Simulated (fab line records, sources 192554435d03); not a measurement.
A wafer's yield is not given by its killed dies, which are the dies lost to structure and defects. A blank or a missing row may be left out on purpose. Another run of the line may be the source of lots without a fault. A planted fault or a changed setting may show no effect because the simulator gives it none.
fab line records | flow n5_finfet
record: lots: 24 wafers: 72 last_day: 17
route steps=1938 shown BEOL_M1@776
lots with no fault: from the same line, run without faults
start_h: hours from the record's first day to the start of the lot's first wafer shown | wait_h: time in hours since the lot's previous step | " repeats the value in the row above | L1.1+2: a row that stands for several wafers | - no value present, or no start provided | * or withheld: withheld | < > ~ a bound
route shown NAME@n: a module of which the file shows steps, and the number in the route of the first | usual: mean/standard deviation of fault-free wafers | same: alike in all rows | chamber/n: place in a boat | sites: each site's reading | _std_site: how widely they spread, as a standard deviation | _edge_site: the outer-site mean with the inner-site mean subtracted | radius_mm: for every site, how far away it sits from the centre of the wafer | mask NAME#n: copy n | behind: tool/chamber where the wafer was last shaped | hold: the reason the lot was held/the length of the hold in hours/how it ended | device: the transistor (n, p or np) that didn't switch | end of line: at the end of the route, the tests of the same wafers | a step without rows: its recipe alone | killed: the dies lost at the first sort to structure and to defects; this is not the yield of the wafer | map: per-die view of a wafer (x killed, . not killed, _ where there is no die)
set.NAME: the setting that was run; set.NAME@STEP: the one run at that earlier step | model.NAME: the simulator's own value behind a step, which no gauge read
steps of the route over a sample of lots; a table a step, a row a wafer
services: when a tool's chamber went out of use (start_h, in hours from the record's first day, below 0 if earlier), for how many hours, and the reason
== steps ==
step: N5_BEOL_M1_CD_MEAS_18
recipe: pitch_nm: 36 target_cd_nm: 18
usual: cd_nm: 18.0/0.34
columns lot.wafer tool chamber start_h wait_h cd_nm
L074.1 cd_sem-03 - 123.66 0.0 17.9
L074.2 " - " " 17.6
L074.3 " - " " 17.7
L075.1 cd_sem-03 - 136.27 0.0 17.9
L075.3 " - " " 17.4
L075.5 " - " " 18.3
L076.1 cd_sem-01 - 142.98 0.0 18.5
L076.4 " - " " 18.3
L076.5 " - " " 18.2
L077.1 cd_sem-03 - 143.16 0.0 18.2
L077.3 " - " " 17.7
L077.5 " - " " 17.6
L078.1 cd_sem-02 - 143.60 0.0 18.4
L078.5 " - " " 17.8
L078.6 " - " " 18.1
L079.1 cd_sem-01 - 153.71 0.0 18.1
L079.3 " - " " 17.9
L079.5 " - " " 18.0
L080.2 cd_sem-02 - 166.09 0.1 18.5
L080.3 " - " " 17.6
L080.6 " - " " 17.8
L081.1 cd_sem-03 - 166.35 0.0 17.9
L081.3 " - " " 18.4
L081.5 " - " " 18.4
L082.2 cd_sem-02 - 173.32 0.1 17.7
L082.3 " - " " 18.0
L082.5 " - " " 17.8
L083.2 cd_sem-02 - 173.57 0.1 18.1
L083.3 " - " " 18.0
L083.6 " - " " 18.3
L084.1 cd_sem-02 - 189.59 0.0 18.1
L084.5 " - " " 17.7
L084.6 " - " " 18.0
L085.2 cd_sem-01 - 195.15 0.1 18.9
L085.3 " - " " 18.4
L085.4 " - " " 18.0
L086.1 cd_sem-02 - 198.11 0.0 18.4
L086.3 " - " " 17.9
L086.4 " - " " 17.6
L088.2 cd_sem-01 - 206.47 0.1 18.1
L088.3 " - " " 18.1
L088.5 " - " " 18.2
L087.2 cd_sem-01 - 208.12 0.1 17.9
L087.3 " - " " 17.8
L087.5 " - " " 18.1
L089.1 cd_sem-02 - 218.71 0.0 17.8
L089.2 " - " " 18.0
L089.3 " - " " 17.3
L090.1 cd_sem-03 - 219.25 0.0 18.1
L090.5 " - " " 17.5
L090.6 " - " " 18.2
L092.1 cd_sem-01 - 225.12 0.0 17.5
L092.2 " - " " 17.1
L092.4 " - " " 18.5
L091.1 cd_sem-01 - 225.16 0.0 18.4
L091.3 " - " " 18.0
L091.6 " - " " 18.4
L093.3 cd_sem-02 - 238.01 0.1 18.0
L093.5 " - " " 17.6
L093.6 " - " " 18.4
L094.2 cd_sem-01 - 240.95 0.1 18.0
L094.5 " - " " 18.2
L094.6 " - " " 17.7
L095.1 cd_sem-03 - 248.16 0.0 17.9
L095.2 " - " " 17.9
L095.4 " - " " 17.6
L096.4 cd_sem-02 - 258.05 0.1 18.1
L096.5 " - " " 18.0
L096.6 " - " " 18.0
L097.1 cd_sem-02 - 263.36 0.0 18.0
L097.2 " - " " 18.3
L097.6 " - " " 18.1
step: N5_BEOL_M1_CD_MEAS_28
recipe: landing_energy_ev: 500 detector: se_inlens target_cd_y_nm: 23.3
usual: cd_nm: 24.00/0.27
columns lot.wafer tool chamber start_h wait_h cd_nm
L074.1 cd_sem-03 0 123.98 - 24.30
L074.2 " 0 " " 24.18
L074.3 " 0 " " 24.24
L075.1 cd_sem-03 0 136.59 - 23.74
L075.3 " 0 " " 23.64
L075.5 " 0 " " 23.86
L076.1 cd_sem-03 0 143.42 - 23.80
L076.4 " 0 " " 24.11
L076.5 " 0 " " 23.99
L077.1 cd_sem-01 0 143.48 - 24.20
L077.3 " 0 " " 24.07
L077.5 " 0 " " 24.28
L078.1 cd_sem-02 0 144.05 - 23.97
L078.5 " 0 " " 23.69
L078.6 " 0 " " 23.42
L079.1 cd_sem-03 0 154.15 - 23.99
L079.3 " 0 " " 24.07
L079.5 " 0 " " 23.87
L080.2 cd_sem-02 0 166.54 - 23.92
L080.3 " 0 " " 23.99
L080.6 " 0 " " 24.01
L081.1 cd_sem-03 0 166.79 - 23.93
L081.3 " 0 " " 23.63
L081.5 " 0 " " 23.90
L082.2 cd_sem-03 0 173.64 - 24.70
L082.3 " 0 " " 24.08
L082.5 " 0 " " 24.28
L083.2 cd_sem-03 0 173.89 - 24.37
L083.3 " 0 " " 23.96
L083.6 " 0 " " 23.88
L084.1 cd_sem-02 0 190.03 - 24.12
L084.5 " 0 " " 23.73
L084.6 " 0 " " 23.77
L085.2 cd_sem-01 0 195.47 - 23.70
L085.3 " 0 " " 24.14
L085.4 " 0 " " 23.55
L086.1 cd_sem-01 0 198.43 - 24.03
L086.3 " 0 " " 24.48
L086.4 " 0 " " 23.77
L088.2 cd_sem-02 0 206.91 - 23.87
L088.3 " 0 " " 23.94
L088.5 " 0 " " 23.79
L087.2 cd_sem-03 0 208.47 - 23.98
L087.3 " 0 " " 23.29
L087.5 " 0 " " 23.61
L089.1 cd_sem-02 0 219.03 - 23.96
L089.2 " 0 " " 23.80
L089.3 " 0 " " 24.07
L090.1 cd_sem-03 0 219.57 - 23.69
L090.5 " 0 " " 24.10
L090.6 " 0 " " 23.72
L092.1 cd_sem-02 0 226.63 - 24.19
L092.2 " 0 " " 24.39
L092.4 " 0 " " 23.82
L091.1 cd_sem-02 0 226.74 - 24.15
L091.3 " 0 " " 24.24
L091.6 " 0 " " 24.61
L093.3 cd_sem-03 0 238.46 - 23.98
L093.5 " 0 " " 23.95
L093.6 " 0 " " 24.11
L094.2 cd_sem-02 0 241.39 - 23.70
L094.5 " 0 " " 24.39
L094.6 " 0 " " 24.22
L095.1 cd_sem-02 0 248.61 - 24.25
L095.2 " 0 " " 24.06
L095.4 " 0 " " 23.92
L096.4 cd_sem-03 0 258.37 - 23.82
L096.5 " 0 " " 24.22
L096.6 " 0 " " 24.38
L097.1 cd_sem-03 0 263.82 - 23.58
L097.2 " 0 " " 23.81
L097.6 " 0 " " 23.43
step: N5_BEOL_M1_ALD_98
recipe: material: SiO2 target_thk_a: 25 temp_c: 100 ald_precursor_family: BDEAS ald_co_reactant: O2-plasma pulse_time_s: 1 co_reactant_pulse_time_s: 1 purge_time_s: 2 co_reactant_purge_time_s: 2 ald_cycles: 17 pressure_torr: 2
usual: chamber_pressure_Torr: 2.000/0.0045 heater_power_w: 79/5.9 precursor_pulse_height_rel: 1.001/0.018
columns lot.wafer tool chamber start_h wait_h chamber_pressure_Torr heater_power_w precursor_pulse_height_rel
L074.1 ald_sin-01 2 124.25 0.1 2.008 74 1.011
L074.2 " 1 " " 1.997 73 1.004
L074.3 " 3 " " 2.003 86 0.993
L075.1 ald_sin-01 0 137.65 0.9 2.001 75 0.994
L075.3 " 1 " " 1.995 72 0.987
L075.5 " 1 " " 1.999 73 1.003
L076.1 ald_sin-01 0 143.75 0.1 1.995 75 0.983
L076.4 " 2 " " 2.000 76 1.011
L076.5 " 1 " " 1.996 72 1.020
L077.1 ald_sin-01 1 143.85 0.2 2.008 73 0.995
L077.3 " 3 " " 2.002 89 0.987
L077.5 " 3 " " 1.994 88 0.984
L078.1 ald_sin-01 3 144.30 0.1 1.999 90 0.980
L078.5 " 2 " " 2.000 75 1.024
L078.6 " 1 " " 1.989 72 0.993
L079.1 ald_sin-01 1 154.41 0.1 2.004 73 0.973
L079.3 " 3 " " 1.996 88 1.019
L079.5 " 3 " " 2.004 90 0.994
L080.2 ald_sin-02 1 166.79 0.1 2.002 81 1.017
L080.3 " 0 " " 2.003 79 0.999
L080.6 " 0 " " 1.997 80 0.983
L081.1 ald_sin-01 1 167.06 0.1 2.003 73 0.995
L081.3 " 2 " " 2.004 76 1.000
L081.5 " 0 " " 2.002 74 1.003
L082.2 ald_sin-02 1 174.04 0.2 1.996 83 0.987
L082.3 " 3 " " 1.987 83 0.993
L082.5 " 3 " " 1.998 81 0.995
L083.2 ald_sin-01 0 174.23 0.1 1.993 75 0.996
L083.3 " 3 " " 2.001 88 1.045
L083.6 " 3 " " 1.998 87 0.989
L084.1 ald_sin-01 0 190.31 0.1 2.000 77 0.981
L084.5 " 1 " " 2.005 72 0.980
L084.6 " 0 " " 2.003 75 1.033
L085.2 ald_sin-01 1 195.86 0.2 1.995 74 0.996
L085.3 " 2 " " 1.993 75 0.981
L085.4 " 0 " " 2.005 74 1.002
L086.1 ald_sin-01 1 198.70 0.1 2.000 74 1.015
L086.3 " 2 " " 2.006 76 0.975
L086.4 " 0 " " 2.000 75 0.990
L088.2 ald_sin-01 3 207.17 0.1 1.997 88 0.999
L088.3 " 2 " " 2.005 76 1.001
L088.5 " 3 " " 2.000 87 0.971
L087.2 ald_sin-03 2 208.97 0.3 2.008 81 1.005
L087.3 " 3 " " 2.002 85 1.047
L087.5 " 2 " " 2.008 84 1.001
L089.1 ald_sin-01 1 219.29 0.1 1.997 72 0.996
L089.2 " 2 " " 2.004 75 0.966
L089.3 " 3 " " 1.999 90 1.006
L090.1 ald_sin-02 1 219.83 0.1 2.008 84 0.985
L090.5 " 2 " " 1.999 72 0.994
L090.6 " 1 " " 2.001 80 1.011
L092.1 ald_sin-01 3 226.99 0.2 1.997 88 0.988
L092.2 " 2 " " 1.997 76 1.007
L092.4 " 1 " " 2.002 74 1.029
L091.1 ald_sin-01 1 227.08 0.1 1.995 73 1.001
L091.3 " 3 " " 2.008 88 0.986
L091.6 " 1 " " 2.001 73 1.013
L093.3 ald_sin-02 2 239.69 1.0 2.001 73 1.007
L093.5 " 1 " " 2.002 80 1.019
L093.6 " 2 " " 2.008 71 0.985
L094.2 ald_sin-02 0 241.65 0.1 1.996 81 0.997
L094.5 " 2 " " 2.001 72 1.013
L094.6 " 1 " " 2.001 83 0.989
L095.1 ald_sin-03 0 249.88 1.1 2.001 84 1.012
L095.2 " 1 " " 2.005 90 0.990
L095.4 " 3 " " 2.001 82 0.993
L096.4 ald_sin-02 1 258.62 0.1 2.003 83 0.967
L096.5 " 1 " " 2.002 81 0.988
L096.6 " 2 " " 1.999 72 1.013
L097.1 ald_sin-03 2 264.20 0.2 2.007 82 1.030
L097.2 " 3 " " 1.996 83 0.977
L097.6 " 2 " " 2.008 82 0.993
step: N5_BEOL_M1_ETCHBACK_99
recipe: chemistry: CHF3 target: SiO2 target_depth_a: 50 time_s: 10.4 source_w: 215 bias_w: 47 Ar_flow_sccm: 200 CHF3_flow_sccm: 12 ion_energy_ev: 100 pressure_mtorr: 30
usual: drypump_motor_current_A: 5.9/0.49 oes_product_au: 0.75/0.06 rf_vpp_V: 241/3.1 showerhead_plenum_p_Torr: 2.16/0.077 throttle_valve_pct: 17.10/0.17
columns lot.wafer tool chamber start_h wait_h drypump_motor_current_A oes_product_au rf_hours_counter_h rf_vpp_V showerhead_plenum_p_Torr throttle_valve_pct
L074.1 rie_diel-04 3 127.87 3.6 5.9 0.73 162 246 2.25 17.10
L074.2 " 2 " " 5.4 0.76 136 237 2.15 17.03
L074.3 " 1 " " 6.0 0.74 144 239 2.24 17.09
L075.1 rie_diel-02 1 138.02 0.3 6.2 0.77 135 238 2.07 16.96
L075.3 " 0 " " 5.1 0.82 87 245 2.27 16.95
L075.5 " 1 " " 6.2 0.77 - 239 2.07 16.97
L076.1 rie_diel-03 3 149.54 5.7 5.3 0.73 165 240 2.06 17.25
L076.4 " 2 " " 5.3 0.72 185 238 2.14 16.85
L076.5 " 3 " " 5.3 0.74 - 239 2.06 17.24
L077.1 rie_diel-02 0 153.66 9.8 5.1 0.81 92 244 2.27 16.98
L077.3 " 2 " " 6.1 0.74 152 241 2.14 16.87
L077.5 " 0 " " 5.1 0.81 - 245 2.27 16.98
L078.1 rie_diel-04 3 153.70 9.3 6.0 0.72 170 244 2.25 17.12
L078.5 " 3 " " 5.9 0.72 - 244 2.25 17.10
L078.6 " 0 " " 6.3 0.73 - 245 2.06 17.46
L079.1 rie_diel-02 1 160.27 5.8 6.2 0.77 141 239 2.07 16.96
L079.3 " 0 " " 5.1 0.81 94 244 2.27 16.97
L079.5 " 2 " " 6.1 0.74 - 238 2.14 16.91
L081.1 rie_diel-02 1 167.99 0.9 6.2 0.77 143 239 2.07 16.98
L081.3 " 0 " " 5.1 0.81 96 246 2.27 16.97
L081.5 " 2 " " 6.2 0.73 - 240 2.14 16.91
L080.2 rie_diel-03 3 168.03 1.2 5.3 0.72 170 240 2.06 17.27
L080.3 " 0 " " 5.9 0.70 232 241 2.05 17.30
L080.6 " 1 " " 6.5 0.71 - 239 2.13 17.10
L082.2 rie_diel-04 2 177.63 3.5 5.4 0.74 151 238 2.15 17.07
L082.3 " 1 " " 6.0 0.73 159 239 2.24 17.12
L082.5 " 1 " " 6.0 0.73 - 239 2.24 17.12
L083.2 rie_diel-04 1 181.86 7.6 6.0 0.73 161 240 2.23 17.11
L083.3 " 3 " " 6.0 0.72 178 245 2.24 17.13
L083.6 " 1 " " 6.1 0.73 - 240 2.24 17.10
L084.1 rie_diel-02 1 190.74 0.4 6.1 0.75 151 239 2.07 17.00
L084.5 " 2 " " 6.1 0.73 - 240 2.13 16.91
L084.6 " 1 " " 6.2 0.76 - 238 2.07 17.00
L085.2 rie_diel-02 1 201.41 5.5 6.1 0.75 154 241 2.07 17.00
L085.3 " 0 " " 5.1 0.81 107 245 2.26 16.99
L085.4 " 3 " " 6.6 0.99 3 245 2.21 16.89
L086.1 rie_diel-03 0 201.41 2.7 5.9 0.68 243 243 2.04 17.30
L086.3 " 2 " " 5.2 0.71 201 238 2.13 16.90
L086.4 " 1 " " 6.5 0.72 - 239 2.12 17.13
L088.2 rie_diel-04 3 210.04 2.8 6.0 0.71 186 245 2.24 17.14
L088.3 " 0 " " 6.3 0.72 221 244 2.05 17.50
L088.5 " 2 " " 5.4 0.74 - 237 2.15 17.08
L087.2 rie_diel-02 2 222.55 13.5 6.1 0.72 174 240 2.13 16.92
L087.3 " 3 " " 6.7 0.96 8 244 2.21 16.91
L087.5 " 0 " " 5.1 0.80 - 244 2.26 16.99
L089.1 rie_diel-04 1 225.59 6.3 6.0 0.70 172 238 2.23 17.13
L089.2 " 0 " " 6.3 0.71 225 244 2.05 17.51
L089.3 " 2 " " 5.4 0.74 165 238 2.14 17.10
L090.1 rie_diel-02 3 225.63 5.8 6.6 0.96 9 245 2.21 16.90
L090.5 " 0 " " 5.1 0.79 - 247 2.26 17.02
L090.6 " 1 " " 6.2 0.74 - 240 2.06 17.02
L092.1 rie_diel-03 1 228.39 1.4 6.4 0.71 196 239 2.12 17.15
L092.2 " 3 " " 5.3 0.72 187 239 2.05 17.29
L092.4 " 1 " " 6.4 0.71 - 238 2.12 17.16
L091.1 rie_diel-04 1 229.01 1.9 6.1 0.72 173 238 2.23 17.15
L091.3 " 0 " " 6.3 0.72 227 245 2.05 17.50
L091.6 " 2 " " 5.4 0.74 - 237 2.14 17.09
L093.3 rie_diel-02 3 239.89 0.2 6.6 0.94 14 245 2.21 16.92
L093.5 " 1 " " 6.2 0.73 - 239 2.06 17.03
L093.6 " 0 " " 5.1 0.78 - 245 2.26 17.01
L094.2 rie_diel-04 3 243.40 1.7 5.9 0.70 197 246 2.24 17.16
L094.5 " 3 " " 6.0 0.70 - 244 2.24 17.14
L094.6 " 0 " " 6.3 0.72 - 243 2.05 17.52
L095.1 rie_diel-04 1 253.18 3.3 6.0 0.71 180 240 2.23 17.16
L095.2 " 0 " " 6.3 0.71 234 245 2.05 17.52
L095.4 " 3 " " 6.0 0.70 - 245 2.24 17.16
L096.4 rie_diel-04 3 264.42 5.8 6.0 0.69 203 245 2.23 17.18
L096.5 " 1 " " 6.0 0.71 - 240 2.23 17.17
L096.6 " 2 " " 5.4 0.73 - 239 2.14 17.11
L097.1 rie_diel-02 1 265.12 0.9 6.2 0.73 173 238 2.06 17.03
L097.2 " 3 " " 6.7 0.91 19 244 2.21 16.94
L097.6 " 3 " " 6.6 0.92 - 243 2.21 16.92
step: N5_BEOL_M1_ANNEAL_89
recipe: temp_c: 400 time_s: 240 ambient: vacuum
usual: heater_power_w: 854/76 susceptor_temp_C_max: 400.8/0.42
columns lot.wafer tool chamber start_h wait_h heater_power_w susceptor_temp_C_max
L074.1 pvd_sputter-01 - 130.03 0.0 951 401.2
L074.2 " - " " 729 400.5
L074.3 " - " " 955 400.7
L075.1 pvd_sputter-01 - 140.31 0.0 808 401.0
L075.3 " - " " 934 400.6
L075.5 " - " " 927 401.6
L076.1 pvd_sputter-01 - 153.15 0.0 723 400.6
L076.4 " - " " 932 400.7
L076.5 " - " " 969 400.4
L077.1 pvd_sputter-02 - 156.07 0.0 856 400.6
L077.3 " - " " 866 401.0
L077.5 " - " " 874 400.6
L078.1 pvd_sputter-02 - 157.95 0.0 884 400.2
L078.5 " - " " 869 400.3
L078.6 " - " " 922 400.8
L079.1 pvd_sputter-01 - 162.77 0.0 816 400.9
L079.3 " - " " 738 400.8
L079.5 " - " " 963 400.2
L081.1 pvd_sputter-02 - 170.42 0.0 842 400.7
L081.3 " - " " 874 400.8
L081.5 " - " " 890 400.9
L080.2 pvd_sputter-01 - 170.82 0.0 816 400.8
L080.3 " - " " 935 401.4
L080.6 " - " " 960 400.4
L082.2 pvd_sputter-02 - 180.62 0.0 845 400.5
L082.3 " - " " 892 401.2
L082.5 " - " " 871 400.7
L083.2 pvd_sputter-01 - 184.63 0.0 798 401.1
L083.3 " - " " 945 400.2
L083.6 " - " " 736 400.8
L084.1 pvd_sputter-02 - 193.24 0.0 857 400.6
L084.5 " - " " 873 400.4
L084.6 " - " " 901 400.8
L086.1 pvd_sputter-02 - 203.70 0.0 847 401.2
L086.3 " - " " 877 400.7
L086.4 " - " " 875 400.7
L085.2 pvd_sputter-03 - 203.72 0.0 884 401.0
L085.3 " - " " 778 402.0
L085.4 " - " " 836 400.6
L088.2 pvd_sputter-01 - 213.34 0.0 719 400.9
L088.3 " - " " 970 400.4
L088.5 " - " " 936 401.0
L087.2 pvd_sputter-02 - 224.98 0.0 857 400.6
L087.3 " - " " 877 400.8
L087.5 " - " " 860 401.0
L089.1 pvd_sputter-01 - 228.04 0.0 809 401.0
L089.2 " - " " 719 400.7
L089.3 " - " " 952 401.0
L090.1 pvd_sputter-03 - 228.25 0.0 678 401.0
L090.5 " - " " 861 400.9
L090.6 " - " " 883 400.7
L092.1 pvd_sputter-03 - 230.71 0.0 789 402.7
L092.2 " - " " 881 401.0
L092.4 " - " " 724 400.4
L091.1 pvd_sputter-02 - 232.74 0.0 847 400.3
L091.3 " - " " 923 401.1
L091.6 " - " " 870 400.7
L093.3 pvd_sputter-01 - 242.75 0.0 948 400.6
L093.5 " - " " 720 400.8
L093.6 " - " " 954 401.0
L094.2 pvd_sputter-01 - 245.66 0.0 918 401.0
L094.5 " - " " 795 401.3
L094.6 " - " " 727 400.9
L095.1 pvd_sputter-03 - 255.77 0.0 881 400.9
L095.2 " - " " 714 400.9
L095.4 " - " " 876 400.9
L096.4 pvd_sputter-02 - 266.70 0.0 868 400.5
L096.5 " - " " 845 400.5
L096.6 " - " " 928 400.5
L097.1 pvd_sputter-01 - 268.56 0.0 922 400.9
L097.2 " - " " 783 401.2
L097.6 " - " " 732 400.8
step: N5_BEOL_M1_ANNEAL_51
recipe: temp_c: 225 time_s: 90 ambient: N2
usual: anneal_temp_c_max: 226.0/0.34 wafer_temp_C_max: 226.11/0.27
columns lot.wafer tool chamber start_h wait_h anneal_temp_c_max wafer_temp_C_max
L074.1 rtp_anneal-02 0 131.03 0.1 226.0 226.17
L074.2 " 0 " " 226.0 226.58
L074.3 " 0 " " 225.5 226.26
L075.1 rtp_anneal-02 0 141.31 0.1 226.2 226.14
L075.3 " 0 " " 225.8 225.93
L075.5 " 0 " " 225.4 226.63
L076.1 rtp_anneal-01 0 154.15 0.1 226.3 226.14
L076.4 " 0 " " 226.0 225.69
L076.5 " 0 " " 226.7 226.05
L077.1 rtp_anneal-02 0 157.07 0.1 225.7 226.15
L077.3 " 0 " " 225.7 226.26
L077.5 " 0 " " 225.5 226.15
L078.1 rtp_anneal-01 0 158.95 0.1 226.3 225.55
L078.5 " 0 " " 226.4 225.89
L078.6 " 0 " " 226.5 225.85
L079.1 rtp_anneal-01 0 163.77 0.1 226.4 226.54
L079.3 " 0 " " 226.9 226.36
L079.5 " 0 " " 226.5 226.05
L081.1 rtp_anneal-02 0 171.55 0.2 226.0 226.19
L081.3 " 0 " " 225.6 226.33
L081.5 " 0 " " 225.7 226.07
L080.2 rtp_anneal-02 0 171.99 0.2 226.2 226.30
L080.3 " 0 " " 226.1 226.29
L080.6 " 0 " " 225.8 226.43
L082.2 rtp_anneal-02 0 181.66 0.1 225.6 226.21
L082.3 " 0 " " 226.0 226.20
L082.5 " 0 " " 225.8 226.28
L083.2 rtp_anneal-01 0 185.67 0.1 226.3 226.62
L083.3 " 0 " " 226.4 226.24
L083.6 " 0 " " 226.2 226.14
L084.1 rtp_anneal-01 0 194.23 0.1 225.9 226.89
L084.5 " 0 " " 226.1 225.71
L084.6 " 0 " " 226.2 225.99
L086.1 rtp_anneal-02 0 204.69 0.1 225.7 226.51
L086.3 " 0 " " 226.0 225.67
L086.4 " 0 " " 225.6 226.14
L085.2 rtp_anneal-01 0 204.76 0.1 226.4 226.31
L085.3 " 0 " " 226.3 226.30
L085.4 " 0 " " 226.2 226.03
L088.2 rtp_anneal-02 0 214.49 0.2 225.8 226.51
L088.3 " 0 " " 226.0 226.14
L088.5 " 0 " " 225.5 226.23
L087.2 rtp_anneal-02 0 226.02 0.1 225.8 225.44
L087.3 " 0 " " 225.6 226.20
L087.5 " 0 " " 225.9 225.59
L089.1 rtp_anneal-01 0 229.03 0.1 226.3 226.09
L089.2 " 0 " " 226.5 226.24
L089.3 " 0 " " 226.0 226.05
L090.1 rtp_anneal-02 0 229.39 0.2 226.0 226.69
L090.5 " 0 " " 226.0 226.25
L090.6 " 0 " " 226.0 226.03
L092.1 rtp_anneal-02 0 231.71 0.1 225.4 226.24
L092.2 " 0 " " 225.5 225.65
L092.4 " 0 " " 225.8 225.86
L091.1 rtp_anneal-02 0 233.74 0.1 226.0 226.11
L091.3 " 0 " " 225.6 225.94
L091.6 " 0 " " 226.0 225.94
L093.3 rtp_anneal-02 0 243.99 0.3 225.5 226.16
L093.5 " 0 " " 225.7 226.26
L093.6 " 0 " " 225.4 226.37
L094.2 rtp_anneal-01 0 246.70 0.1 226.2 226.41
L094.5 " 0 " " 226.8 225.96
L094.6 " 0 " " 226.5 226.06
L095.1 rtp_anneal-02 0 256.98 0.2 225.4 226.09
L095.2 " 0 " " 225.8 225.97
L095.4 " 0 " " 225.7 225.97
L096.4 rtp_anneal-02 0 267.97 0.3 225.9 226.03
L096.5 " 0 " " 225.8 226.28
L096.6 " 0 " " 225.8 225.87
L097.1 rtp_anneal-01 0 269.56 0.1 226.2 226.14
L097.2 " 0 " " 226.4 226.16
L097.6 " 0 " " 226.4 226.65
== services ==
columns tool chamber start_h hours kind
rie_diel-02 - 104.66 0.8 repair
pvd_sputter-02 - 114.88 19.9 repair
rie_diel-04 - 117.44 2.2 repair
rie_diel-03 2 119.39 6.6 repair
rie_diel-02 - 126.83 2.8 pm
pvd_sputter-01 - 143.08 4.3 repair
ald_sin-02 - 177.32 6.1 pm
rie_diel-02 3 178.90 - clean
rie_diel-02 3 178.90 - consumable_replace:focus_ring
rie_diel-02 3 178.90 12.8 scheduled_down
rie_diel-02 3 178.90 12.8 vent_cycle
rie_diel-02 3 210.65 2.9 repair
ald_sin-02 3 216.87 14.5 repair
rie_diel-03 0 225.48 - clean
rie_diel-03 0 225.48 - consumable_replace:focus_ring
rie_diel-03 0 225.48 - consumable_replace:showerhead
ald_sin-01 3 248.67 15.0 repair
rie_diel-04 2 248.97 8.5 repair
rie_diel-02 3 249.69 7.0 repair
ald_sin-01 - 268.25 14.0 pm
ald_sin-01 0 268.25 14.0 vent_cycle
ald_sin-01 1 268.25 14.0 vent_cycle
ald_sin-01 2 268.25 14.0 vent_cycle
ald_sin-01 3 268.25 14.0 vent_cycle
== key ==
fault none
